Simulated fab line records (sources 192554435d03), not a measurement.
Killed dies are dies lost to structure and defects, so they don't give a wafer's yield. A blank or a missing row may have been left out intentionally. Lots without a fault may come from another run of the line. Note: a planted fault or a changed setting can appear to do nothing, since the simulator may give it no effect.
fab line records / flow n5Finfet / part 2 of 2: steps 18 to 23 of 23
[record] lots = 5 wafers = 15 lastDay = 16
route steps=1938 shown DUMMY_GATE@229
lots untouched by any fault: they come from a run of this same line in which no faults occurred
startH: hours from the record's first day to the start of the lot's first wafer shown / waitH: hours elapsed since this lot's preceding step / " identical to the entry in the row above / L1.1+2: a row that stands for several wafers / - no value present, or no start provided / * or withheld: withheld / < > ~ a bound
route shown NAME@n: a module of which the file shows steps, and the number in the route of the first / usual: mean/standard deviation of fault-free wafers / same: alike in all rows / chamber/n: place in a boat / sites: per-site readings / _std_site: standard deviation of those values / _edge_site: outer sites' mean less inner sites' / radiusMm: for every site, how far away it sits from the centre of the wafer / mask NAME#n: copy n / behind: tool/chamber where the wafer was last shaped / hold: the reason the lot was held/the length of the hold in hours/how it ended / device: whichever transistor did not switch (one of n, p or np) / end of line: the route-end tests of the same wafers / a step without rows: its recipe alone / killed: at the first sort, the dies lost to defects and structure; wafer yield is something else / map: a wafer's dies, x killed, . not, _ none there
set.NAME: the setting the step ran with; set.NAME@STEP: the setting that earlier step ran with / model.NAME: the simulator's own value behind a step, which no gauge read
certain route steps with their lots: each step a table, each wafer a row
services: the hour from which a tool's chamber was out of use, counted from the record's first day as startH (under 0 if before that day), plus the number of hours and why
[[steps]]
[step N5_DUMMY_GATE_ETCH_32]
[recipe] chemistry = CF4 target = SiO2 targetDepthA = 35 timeS = 3.9 ionEnergyEv = 350 pressureMtorr = 10 icpW = 800 biasW = 400 cf4FlowSccm = 80
[usual] cf4FlowSccm = 79.96/0.25 drypumpMotorCurrentA = 5.5/0.42 oesProductAu = 1.001/0.016 throttleValvePct = 21.86/0.24
[same] timeS = 3.9
lot.wafer=L076.2 tool=rieSi-05 chamber=0 startH=60.22 waitH=0.1 cf4FlowSccm=80.18 drypumpMotorCurrentA=6.3 oesProductAu=0.994 rfHoursCounterH=22 throttleValvePct=21.85
lot.wafer=L076.5 tool=rieSi-05 chamber=2 startH=60.22 waitH=0.1 cf4FlowSccm=80.66 drypumpMotorCurrentA=5.5 oesProductAu=0.995 rfHoursCounterH=- throttleValvePct=21.75
lot.wafer=L076.6 tool=rieSi-05 chamber=1 startH=60.22 waitH=0.1 cf4FlowSccm=80.16 drypumpMotorCurrentA=5.6 oesProductAu=0.985 rfHoursCounterH=- throttleValvePct=22.24
lot.wafer=L080.3 tool=rieSi-06 chamber=0 startH=82.87 waitH=0.1 cf4FlowSccm=80.16 drypumpMotorCurrentA=6.2 oesProductAu=1.036 rfHoursCounterH=181 throttleValvePct=21.72
lot.wafer=L080.5 tool=rieSi-06 chamber=2 startH=82.87 waitH=0.1 cf4FlowSccm=80.15 drypumpMotorCurrentA=5.7 oesProductAu=1.009 rfHoursCounterH=- throttleValvePct=21.87
lot.wafer=L080.6 tool=rieSi-06 chamber=3 startH=82.87 waitH=0.1 cf4FlowSccm=79.64 drypumpMotorCurrentA=5.0 oesProductAu=0.979 rfHoursCounterH=- throttleValvePct=21.55
lot.wafer=L083.3 tool=rieSi-06 chamber=2 startH=105.32 waitH=0.1 cf4FlowSccm=79.84 drypumpMotorCurrentA=5.7 oesProductAu=1.014 rfHoursCounterH=4 throttleValvePct=21.90
lot.wafer=L083.5 tool=rieSi-06 chamber=3 startH=105.32 waitH=0.1 cf4FlowSccm=79.60 drypumpMotorCurrentA=5.0 oesProductAu=0.965 rfHoursCounterH=- throttleValvePct=21.55
lot.wafer=L083.6 tool=rieSi-06 chamber=0 startH=105.32 waitH=0.1 cf4FlowSccm=79.97 drypumpMotorCurrentA=6.2 oesProductAu=1.037 rfHoursCounterH=- throttleValvePct=21.72
lot.wafer=L084.2 tool=rieSi-04 chamber=3 startH=109.09 waitH=0.1 cf4FlowSccm=79.92 drypumpMotorCurrentA=5.3 oesProductAu=1.000 rfHoursCounterH=129 throttleValvePct=21.67
lot.wafer=L084.4 tool=rieSi-04 chamber=0 startH=109.09 waitH=0.1 cf4FlowSccm=79.69 drypumpMotorCurrentA=5.8 oesProductAu=0.999 rfHoursCounterH=79 throttleValvePct=21.90
lot.wafer=L084.5 tool=rieSi-04 chamber=3 startH=109.09 waitH=0.1 cf4FlowSccm=79.60 drypumpMotorCurrentA=5.3 oesProductAu=0.989 rfHoursCounterH=- throttleValvePct=21.65
lot.wafer=L091.1 tool=rieSi-04 chamber=3 startH=148.59 waitH=0.1 cf4FlowSccm=79.76 drypumpMotorCurrentA=5.3 oesProductAu=0.987 rfHoursCounterH=130 throttleValvePct=21.66
lot.wafer=L091.5 tool=rieSi-04 chamber=1 startH=148.59 waitH=0.1 cf4FlowSccm=79.60 drypumpMotorCurrentA=5.2 oesProductAu=1.014 rfHoursCounterH=- throttleValvePct=22.24
lot.wafer=L091.6 tool=rieSi-04 chamber=2 startH=148.59 waitH=0.1 cf4FlowSccm=79.99 drypumpMotorCurrentA=5.0 oesProductAu=1.015 rfHoursCounterH=- throttleValvePct=22.19
[step N5_DUMMY_GATE_ETCH_23]
[recipe] chemistry = HBr/Cl2/O2 HBr_flow_sccm = 150 Cl2_flow_sccm = 80 O2_flow_sccm = 12 biasW = 102 targetDepthA = 410 timeS = 22.3 target = poly-Si maskMaterial = SiO2 pressureMtorr = 10 icpW = 800
[usual] O2_flow_sccm = 12.00/0.033 drypumpMotorCurrentA = 5.6/0.42 oesProductAu = 1.002/0.015 throttleValvePct = 37.37/0.29
[same] timeS = 22.3
lot.wafer=L076.2 tool=rieSi-05 chamber=0 startH=60.25 waitH=0.0 O2_flow_sccm=12.02 drypumpMotorCurrentA=6.3 oesProductAu=1.007 rfHoursCounterH=22 throttleValvePct=37.59
lot.wafer=L076.5 tool=rieSi-05 chamber=2 startH=60.25 waitH=0.0 O2_flow_sccm=12.00 drypumpMotorCurrentA=5.5 oesProductAu=0.998 rfHoursCounterH=- throttleValvePct=37.07
lot.wafer=L076.6 tool=rieSi-05 chamber=1 startH=60.25 waitH=0.0 O2_flow_sccm=12.04 drypumpMotorCurrentA=5.6 oesProductAu=0.993 rfHoursCounterH=- throttleValvePct=37.75
lot.wafer=L080.3 tool=rieSi-06 chamber=0 startH=82.90 waitH=0.0 O2_flow_sccm=12.03 drypumpMotorCurrentA=6.2 oesProductAu=1.034 rfHoursCounterH=181 throttleValvePct=36.94
lot.wafer=L080.5 tool=rieSi-06 chamber=2 startH=82.90 waitH=0.0 O2_flow_sccm=11.99 drypumpMotorCurrentA=5.8 oesProductAu=1.012 rfHoursCounterH=- throttleValvePct=37.59
lot.wafer=L080.6 tool=rieSi-06 chamber=3 startH=82.90 waitH=0.0 O2_flow_sccm=12.06 drypumpMotorCurrentA=5.0 oesProductAu=0.987 rfHoursCounterH=- throttleValvePct=37.14
lot.wafer=L083.3 tool=rieSi-06 chamber=2 startH=105.35 waitH=0.0 O2_flow_sccm=11.94 drypumpMotorCurrentA=5.7 oesProductAu=1.008 rfHoursCounterH=4 throttleValvePct=37.60
lot.wafer=L083.5 tool=rieSi-06 chamber=3 startH=105.35 waitH=0.0 O2_flow_sccm=11.97 drypumpMotorCurrentA=5.0 oesProductAu=0.982 rfHoursCounterH=- throttleValvePct=37.14
lot.wafer=L083.6 tool=rieSi-06 chamber=0 startH=105.35 waitH=0.0 O2_flow_sccm=12.04 drypumpMotorCurrentA=6.3 oesProductAu=1.032 rfHoursCounterH=- throttleValvePct=36.96
lot.wafer=L084.2 tool=rieSi-04 chamber=3 startH=109.12 waitH=0.0 O2_flow_sccm=12.02 drypumpMotorCurrentA=5.3 oesProductAu=0.991 rfHoursCounterH=129 throttleValvePct=37.25
lot.wafer=L084.4 tool=rieSi-04 chamber=0 startH=109.12 waitH=0.0 O2_flow_sccm=12.03 drypumpMotorCurrentA=5.8 oesProductAu=1.001 rfHoursCounterH=79 throttleValvePct=37.53
lot.wafer=L084.5 tool=rieSi-04 chamber=3 startH=109.12 waitH=0.0 O2_flow_sccm=12.03 drypumpMotorCurrentA=5.3 oesProductAu=1.004 rfHoursCounterH=- throttleValvePct=37.25
lot.wafer=L091.1 tool=rieSi-04 chamber=3 startH=148.62 waitH=0.0 O2_flow_sccm=11.96 drypumpMotorCurrentA=5.3 oesProductAu=0.985 rfHoursCounterH=130 throttleValvePct=37.25
lot.wafer=L091.5 tool=rieSi-04 chamber=1 startH=148.62 waitH=0.0 O2_flow_sccm=12.00 drypumpMotorCurrentA=5.2 oesProductAu=1.000 rfHoursCounterH=- throttleValvePct=37.76
lot.wafer=L091.6 tool=rieSi-04 chamber=2 startH=148.62 waitH=0.0 O2_flow_sccm=11.96 drypumpMotorCurrentA=5.0 oesProductAu=1.013 rfHoursCounterH=- throttleValvePct=37.64
[step N5_DUMMY_GATE_ETCH_44]
[recipe] chemistry = HBr/O2 overEtchFrac = 0.7 targetDepthA = 1275 stopOn = SiO2 ionEnergyEv = 60 biasW = 20 target = poly-Si maskMaterial = SiO2 pressureMtorr = 20 icpW = 400 HBr_flow_sccm = 120 O2_flow_sccm = 10
[usual] O2_flow_sccm = 10.00/0.031 drypumpMotorCurrentA = 5.5/0.42 oesProductAu = 0.731/0.012 throttleValvePct = 18.59/0.17
lot.wafer=L076.2 tool=rieSi-05 chamber=0 startH=60.31 waitH=0.0 O2_flow_sccm=10.02 drypumpMotorCurrentA=6.3 oesProductAu=0.715 rfHoursCounterH=22 throttleValvePct=18.83
lot.wafer=L076.5 tool=rieSi-05 chamber=2 startH=60.31 waitH=0.0 O2_flow_sccm=10.00 drypumpMotorCurrentA=5.5 oesProductAu=0.726 rfHoursCounterH=- throttleValvePct=18.67
lot.wafer=L076.6 tool=rieSi-05 chamber=1 startH=60.31 waitH=0.0 O2_flow_sccm=9.99 drypumpMotorCurrentA=5.5 oesProductAu=0.720 rfHoursCounterH=- throttleValvePct=18.69
lot.wafer=L080.3 tool=rieSi-06 chamber=0 startH=82.96 waitH=0.0 O2_flow_sccm=10.04 drypumpMotorCurrentA=6.2 oesProductAu=0.751 rfHoursCounterH=181 throttleValvePct=18.45
lot.wafer=L080.5 tool=rieSi-06 chamber=2 startH=82.96 waitH=0.0 O2_flow_sccm=9.97 drypumpMotorCurrentA=5.7 oesProductAu=0.730 rfHoursCounterH=- throttleValvePct=18.83
lot.wafer=L080.6 tool=rieSi-06 chamber=3 startH=82.96 waitH=0.0 O2_flow_sccm=10.02 drypumpMotorCurrentA=5.0 oesProductAu=0.722 rfHoursCounterH=- throttleValvePct=18.28
lot.wafer=L083.3 tool=rieSi-06 chamber=2 startH=105.41 waitH=0.0 O2_flow_sccm=9.94 drypumpMotorCurrentA=5.7 oesProductAu=0.743 rfHoursCounterH=4 throttleValvePct=18.82
lot.wafer=L083.5 tool=rieSi-06 chamber=3 startH=105.41 waitH=0.0 O2_flow_sccm=9.94 drypumpMotorCurrentA=5.0 oesProductAu=0.720 rfHoursCounterH=- throttleValvePct=18.30
lot.wafer=L083.6 tool=rieSi-06 chamber=0 startH=105.41 waitH=0.0 O2_flow_sccm=10.00 drypumpMotorCurrentA=6.2 oesProductAu=0.748 rfHoursCounterH=- throttleValvePct=18.46
lot.wafer=L084.2 tool=rieSi-04 chamber=3 startH=109.18 waitH=0.0 O2_flow_sccm=9.97 drypumpMotorCurrentA=5.3 oesProductAu=0.712 rfHoursCounterH=129 throttleValvePct=18.44
lot.wafer=L084.4 tool=rieSi-04 chamber=0 startH=109.18 waitH=0.0 O2_flow_sccm=10.02 drypumpMotorCurrentA=5.8 oesProductAu=0.726 rfHoursCounterH=79 throttleValvePct=18.63
lot.wafer=L084.5 tool=rieSi-04 chamber=3 startH=109.18 waitH=0.0 O2_flow_sccm=9.93 drypumpMotorCurrentA=5.3 oesProductAu=0.721 rfHoursCounterH=- throttleValvePct=18.44
lot.wafer=L091.1 tool=rieSi-04 chamber=3 startH=148.68 waitH=0.0 O2_flow_sccm=9.94 drypumpMotorCurrentA=5.3 oesProductAu=0.727 rfHoursCounterH=130 throttleValvePct=18.44
lot.wafer=L091.5 tool=rieSi-04 chamber=1 startH=148.68 waitH=0.0 O2_flow_sccm=10.05 drypumpMotorCurrentA=5.2 oesProductAu=0.727 rfHoursCounterH=- throttleValvePct=18.79
lot.wafer=L091.6 tool=rieSi-04 chamber=2 startH=148.68 waitH=0.0 O2_flow_sccm=10.04 drypumpMotorCurrentA=5.0 oesProductAu=0.743 rfHoursCounterH=- throttleValvePct=18.72
[step N5_DUMMY_GATE_CD_MEAS_24]
[recipe] targetCdNm = 15
[usual] cdNm = 15.0/0.39
lot.wafer=L076.2 tool=cdSem-01 chamber=- startH=60.42 waitH=0.1 cdNm=14.7
lot.wafer=L076.5 tool=cdSem-01 chamber=- startH=60.42 waitH=0.1 cdNm=14.9
lot.wafer=L076.6 tool=cdSem-01 chamber=- startH=60.42 waitH=0.1 cdNm=14.6
lot.wafer=L080.3 tool=cdSem-03 chamber=- startH=83.08 waitH=0.1 cdNm=15.2
lot.wafer=L080.5 tool=cdSem-03 chamber=- startH=83.08 waitH=0.1 cdNm=15.2
lot.wafer=L080.6 tool=cdSem-03 chamber=- startH=83.08 waitH=0.1 cdNm=15.1
lot.wafer=L083.3 tool=cdSem-02 chamber=- startH=105.52 waitH=0.1 cdNm=15.1
lot.wafer=L083.5 tool=cdSem-02 chamber=- startH=105.52 waitH=0.1 cdNm=15.1
lot.wafer=L083.6 tool=cdSem-02 chamber=- startH=105.52 waitH=0.1 cdNm=14.9
lot.wafer=L084.2 tool=cdSem-02 chamber=- startH=109.29 waitH=0.1 cdNm=14.4
lot.wafer=L084.4 tool=cdSem-02 chamber=- startH=109.29 waitH=0.1 cdNm=15.4
lot.wafer=L084.5 tool=cdSem-02 chamber=- startH=109.29 waitH=0.1 cdNm=14.7
lot.wafer=L091.1 tool=cdSem-02 chamber=- startH=148.78 waitH=0.1 cdNm=14.8
lot.wafer=L091.5 tool=cdSem-02 chamber=- startH=148.78 waitH=0.1 cdNm=15.6
lot.wafer=L091.6 tool=cdSem-02 chamber=- startH=148.78 waitH=0.1 cdNm=14.7
[step N5_DUMMY_GATE_ETCH_42]
[recipe] chemistry = CHF3/O2 target = SiO2 targetDepthA = 35 timeS = 31 ionEnergyEv = 30 biasW = 12 pressureMtorr = 30 sourceW = 600 Ar_flow_sccm = 200 CHF3_flow_sccm = 50 O2_flow_sccm = 5
[usual] O2_flow_sccm = 4.999/0.014 drypumpMotorCurrentA = 5.7/0.54 oesProductAu = 0.77/0.073 rfVppV = 42.5/0.96 showerheadPlenumPTorr = 2.43/0.1 throttleValvePct = 18.81/0.27
[same] timeS = 31
lot.wafer=L076.2 tool=rieDiel-06 chamber=0 startH=60.46 waitH=0.0 O2_flow_sccm=4.978 drypumpMotorCurrentA=5.1 oesProductAu=0.77 rfHoursCounterH=116 rfVppV=41.9 showerheadPlenumPTorr=2.32 throttleValvePct=18.75
lot.wafer=L076.5 tool=rieDiel-06 chamber=0 startH=60.46 waitH=0.0 O2_flow_sccm=4.997 drypumpMotorCurrentA=5.1 oesProductAu=0.79 rfHoursCounterH=- rfVppV=42.2 showerheadPlenumPTorr=2.32 throttleValvePct=18.74
lot.wafer=L076.6 tool=rieDiel-06 chamber=1 startH=60.46 waitH=0.0 O2_flow_sccm=5.008 drypumpMotorCurrentA=6.6 oesProductAu=0.98 rfHoursCounterH=- rfVppV=42.3 showerheadPlenumPTorr=2.55 throttleValvePct=18.34
lot.wafer=L080.3 tool=rieDiel-06 chamber=1 startH=83.18 waitH=0.1 O2_flow_sccm=4.995 drypumpMotorCurrentA=6.6 oesProductAu=0.92 rfHoursCounterH=7 rfVppV=41.7 showerheadPlenumPTorr=2.55 throttleValvePct=18.34
lot.wafer=L080.5 tool=rieDiel-06 chamber=0 startH=83.18 waitH=0.1 O2_flow_sccm=4.993 drypumpMotorCurrentA=5.1 oesProductAu=0.77 rfHoursCounterH=- rfVppV=40.6 showerheadPlenumPTorr=2.32 throttleValvePct=18.76
lot.wafer=L080.6 tool=rieDiel-06 chamber=1 startH=83.18 waitH=0.1 O2_flow_sccm=4.985 drypumpMotorCurrentA=6.6 oesProductAu=0.93 rfHoursCounterH=- rfVppV=42.2 showerheadPlenumPTorr=2.55 throttleValvePct=18.35
lot.wafer=L083.3 tool=rieDiel-06 chamber=0 startH=105.57 waitH=0.0 O2_flow_sccm=5.010 drypumpMotorCurrentA=5.2 oesProductAu=0.76 rfHoursCounterH=131 rfVppV=43.9 showerheadPlenumPTorr=2.31 throttleValvePct=18.76
lot.wafer=L083.5 tool=rieDiel-06 chamber=1 startH=105.57 waitH=0.0 O2_flow_sccm=4.998 drypumpMotorCurrentA=6.5 oesProductAu=0.92 rfHoursCounterH=- rfVppV=43.6 showerheadPlenumPTorr=2.55 throttleValvePct=18.34
lot.wafer=L083.6 tool=rieDiel-06 chamber=0 startH=105.57 waitH=0.0 O2_flow_sccm=5.002 drypumpMotorCurrentA=5.2 oesProductAu=0.77 rfHoursCounterH=- rfVppV=43.7 showerheadPlenumPTorr=2.31 throttleValvePct=18.76
lot.wafer=L084.2 tool=rieDiel-06 chamber=0 startH=109.34 waitH=0.0 O2_flow_sccm=4.993 drypumpMotorCurrentA=5.1 oesProductAu=0.76 rfHoursCounterH=132 rfVppV=43.3 showerheadPlenumPTorr=2.31 throttleValvePct=18.76
lot.wafer=L084.4 tool=rieDiel-06 chamber=1 startH=109.34 waitH=0.0 O2_flow_sccm=4.985 drypumpMotorCurrentA=6.6 oesProductAu=0.90 rfHoursCounterH=15 rfVppV=41.8 showerheadPlenumPTorr=2.55 throttleValvePct=18.35
lot.wafer=L084.5 tool=rieDiel-06 chamber=0 startH=109.34 waitH=0.0 O2_flow_sccm=4.984 drypumpMotorCurrentA=5.1 oesProductAu=0.75 rfHoursCounterH=- rfVppV=43.4 showerheadPlenumPTorr=2.31 throttleValvePct=18.75
lot.wafer=L091.1 tool=rieDiel-02 chamber=1 startH=148.83 waitH=0.0 O2_flow_sccm=5.014 drypumpMotorCurrentA=5.6 oesProductAu=0.69 rfHoursCounterH=243 rfVppV=42.6 showerheadPlenumPTorr=2.26 throttleValvePct=19.19
lot.wafer=L091.5 tool=rieDiel-02 chamber=0 startH=148.83 waitH=0.0 O2_flow_sccm=4.999 drypumpMotorCurrentA=5.2 oesProductAu=0.75 rfHoursCounterH=- rfVppV=40.2 showerheadPlenumPTorr=2.49 throttleValvePct=19.07
lot.wafer=L091.6 tool=rieDiel-02 chamber=1 startH=148.83 waitH=0.0 O2_flow_sccm=5.021 drypumpMotorCurrentA=5.7 oesProductAu=0.69 rfHoursCounterH=- rfVppV=41.4 showerheadPlenumPTorr=2.26 throttleValvePct=19.19
[step N5_DUMMY_GATE_STRIP_48]
[recipe] chemistry = N2/H2 timeS = 20 powerW = 100 tempC = 40 pressureMtorr = 100 rfFrequencyHz = 6e+07 biasPowerW = 3 n2FlowSccm = 300 h2FlowSccm = 300
[usual] drypumpMotorCurrentA = 5.7/0.54 oesProductAu = 0.77/0.076 rfVppV = 45.3/0.89 showerheadPlenumPTorr = 3.41/0.14 throttleValvePct = 12.3/0.31
[same] timeS = 20
lot.wafer=L076.2 tool=rieDiel-06 chamber=0 startH=60.51 waitH=0.0 drypumpMotorCurrentA=5.2 oesProductAu=0.78 rfHoursCounterH=116 rfVppV=43.2 showerheadPlenumPTorr=3.24 throttleValvePct=12.1
lot.wafer=L076.5 tool=rieDiel-06 chamber=0 startH=60.51 waitH=0.0 drypumpMotorCurrentA=5.1 oesProductAu=0.77 rfHoursCounterH=- rfVppV=45.7 showerheadPlenumPTorr=3.24 throttleValvePct=12.1
lot.wafer=L076.6 tool=rieDiel-06 chamber=1 startH=60.51 waitH=0.0 drypumpMotorCurrentA=6.6 oesProductAu=0.98 rfHoursCounterH=- rfVppV=43.6 showerheadPlenumPTorr=3.60 throttleValvePct=11.8
lot.wafer=L080.3 tool=rieDiel-06 chamber=1 startH=83.23 waitH=0.0 drypumpMotorCurrentA=6.6 oesProductAu=0.94 rfHoursCounterH=8 rfVppV=45.1 showerheadPlenumPTorr=3.60 throttleValvePct=11.8
lot.wafer=L080.5 tool=rieDiel-06 chamber=0 startH=83.23 waitH=0.0 drypumpMotorCurrentA=5.1 oesProductAu=0.76 rfHoursCounterH=- rfVppV=46.1 showerheadPlenumPTorr=3.24 throttleValvePct=12.1
lot.wafer=L080.6 tool=rieDiel-06 chamber=1 startH=83.23 waitH=0.0 drypumpMotorCurrentA=6.6 oesProductAu=0.94 rfHoursCounterH=- rfVppV=45.7 showerheadPlenumPTorr=3.60 throttleValvePct=11.8
lot.wafer=L083.3 tool=rieDiel-06 chamber=0 startH=105.61 waitH=0.0 drypumpMotorCurrentA=5.2 oesProductAu=0.77 rfHoursCounterH=131 rfVppV=44.7 showerheadPlenumPTorr=3.24 throttleValvePct=12.1
lot.wafer=L083.5 tool=rieDiel-06 chamber=1 startH=105.61 waitH=0.0 drypumpMotorCurrentA=6.6 oesProductAu=0.92 rfHoursCounterH=- rfVppV=44.5 showerheadPlenumPTorr=3.59 throttleValvePct=11.8
lot.wafer=L083.6 tool=rieDiel-06 chamber=0 startH=105.61 waitH=0.0 drypumpMotorCurrentA=5.2 oesProductAu=0.76 rfHoursCounterH=- rfVppV=45.6 showerheadPlenumPTorr=3.24 throttleValvePct=12.1
lot.wafer=L084.2 tool=rieDiel-06 chamber=0 startH=109.39 waitH=0.0 drypumpMotorCurrentA=5.1 oesProductAu=0.76 rfHoursCounterH=132 rfVppV=45.1 showerheadPlenumPTorr=3.24 throttleValvePct=12.1
lot.wafer=L084.4 tool=rieDiel-06 chamber=1 startH=109.39 waitH=0.0 drypumpMotorCurrentA=6.6 oesProductAu=0.91 rfHoursCounterH=15 rfVppV=45.6 showerheadPlenumPTorr=3.59 throttleValvePct=11.8
lot.wafer=L084.5 tool=rieDiel-06 chamber=0 startH=109.39 waitH=0.0 drypumpMotorCurrentA=5.2 oesProductAu=0.75 rfHoursCounterH=- rfVppV=44.9 showerheadPlenumPTorr=3.24 throttleValvePct=12.1
lot.wafer=L091.1 tool=rieDiel-02 chamber=1 startH=148.88 waitH=0.0 drypumpMotorCurrentA=5.7 oesProductAu=0.69 rfHoursCounterH=243 rfVppV=43.8 showerheadPlenumPTorr=3.20 throttleValvePct=12.9
lot.wafer=L091.5 tool=rieDiel-02 chamber=0 startH=148.88 waitH=0.0 drypumpMotorCurrentA=5.2 oesProductAu=0.74 rfHoursCounterH=- rfVppV=44.5 showerheadPlenumPTorr=3.50 throttleValvePct=12.4
lot.wafer=L091.6 tool=rieDiel-02 chamber=1 startH=148.88 waitH=0.0 drypumpMotorCurrentA=5.7 oesProductAu=0.68 rfHoursCounterH=- rfVppV=43.8 showerheadPlenumPTorr=3.20 throttleValvePct=12.9
[[services]]
tool=rieDiel-02 chamber=- startH=46.50 hours=0.5 kind=repair
tool=lithoTrack-01 chamber=- startH=56.41 hours=- kind=consumableReplace:filter
tool=rieDiel-05 chamber=1 startH=72.84 hours=5.6 kind=repair
tool=rieSi-05 chamber=2 startH=104.00 hours=2.9 kind=repair
tool=rieDiel-02 chamber=2 startH=106.52 hours=6.9 kind=repair
tool=rieDiel-02 chamber=1 startH=113.58 hours=17.4 kind=repair
tool=rieSi-06 chamber=1 startH=114.87 hours=4.9 kind=repair
tool=rieDiel-05 chamber=1 startH=115.02 hours=3.4 kind=repair
tool=rieDiel-02 chamber=2 startH=118.32 hours=7.8 kind=repair
tool=rieSi-04 chamber=3 startH=121.86 hours=1.2 kind=repair
tool=rieSi-05 chamber=3 startH=128.71 hours=3.4 kind=repair
tool=rieDiel-02 chamber=2 startH=131.09 hours=- kind=clean
tool=rieDiel-02 chamber=2 startH=131.09 hours=- kind=consumableReplace:focusRing
tool=rieDiel-02 chamber=2 startH=131.09 hours=- kind=consumableReplace:showerhead
tool=rieDiel-02 chamber=2 startH=131.09 hours=30.9 kind=scheduledDown
tool=rieDiel-02 chamber=2 startH=131.09 hours=30.9 kind=ventCycle
tool=rieSi-04 chamber=2 startH=132.35 hours=7.1 kind=repair
tool=rieSi-05 chamber=3 startH=133.45 hours=6.2 kind=repair
tool=rieDiel-02 chamber=3 startH=144.57 hours=4.2 kind=repair
tool=lithoTrack-03 chamber=- startH=147.44 hours=- kind=consumableReplace:filter
